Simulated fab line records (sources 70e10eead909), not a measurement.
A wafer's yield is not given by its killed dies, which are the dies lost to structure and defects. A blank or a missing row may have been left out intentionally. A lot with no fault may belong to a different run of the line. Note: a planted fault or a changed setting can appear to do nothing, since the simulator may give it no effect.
Matching of chambers	flow nandHarc	pecvd-04 running NHARC_A_SGD_CUT_DEP_00: 3 sister chambers
The step deposits SiNx, target thk 50 nm. 16 wafers are shown with their chamber, then 8 later ones without.

## WAFERS WITH THEIR CHAMBER
wafer	chamber	heaterPowerW (W)
L075.1	0	526
L075.2	1	683
L075.3	2	795
L080.1	1	745
L080.3	2	793
L080.4	2	787
L082.1	0	642
L082.3	1	677
L082.5	1	677
L091.2	0	596
L091.3	1	560
L091.4	0	596
L093.2	1	637
L093.3	0	543
L093.6	0	534
L094.2	0	549

SIGNATURES, as means of the wafers listed above
reading	chamber 0	chamber 1	chamber 2	scatter within a chamber
heaterPowerW	569.43	663.17	791.67	47.9
Rule: for a wafer and a chamber, the distance is found by dividing, reading by reading, the gap between the wafer's reading and the chamber's mean by the reading's scatter, squaring, summing and taking the root. The wafer belongs to the nearest chamber; if the next one is less than 2 further off, it can't be placed. The scatter: the root of (the sum of the squares of (reading less its chamber's mean) over the shown wafers, divided by (wafers less chambers)).

## WAFERS WHOSE CHAMBER IS MISSING
wafer	heaterPowerW (W)
L094.3	749
L094.5	735
L096.4	595
L096.5	559
L096.6	782
L092.2	603
L092.5	612
L092.6	668

## WHICH CHAMBER EACH WENT THROUGH
wafer	from the rows above	in truth
L094.3	can't be placed: 2 or 1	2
L094.5	can't be placed: 2 or 1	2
L096.4	can't be placed: 0 or 1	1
L096.5	can't be placed: 0 or 1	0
L096.6	2	2
L092.2	can't be placed: 0 or 1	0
L092.5	can't be placed: 0 or 1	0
L092.6	can't be placed: 1 or 0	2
Correct placement for 1 of the 8. Can't be placed from these rows: 7 (the true chamber is among the candidates in 6). 0 placed wrongly.
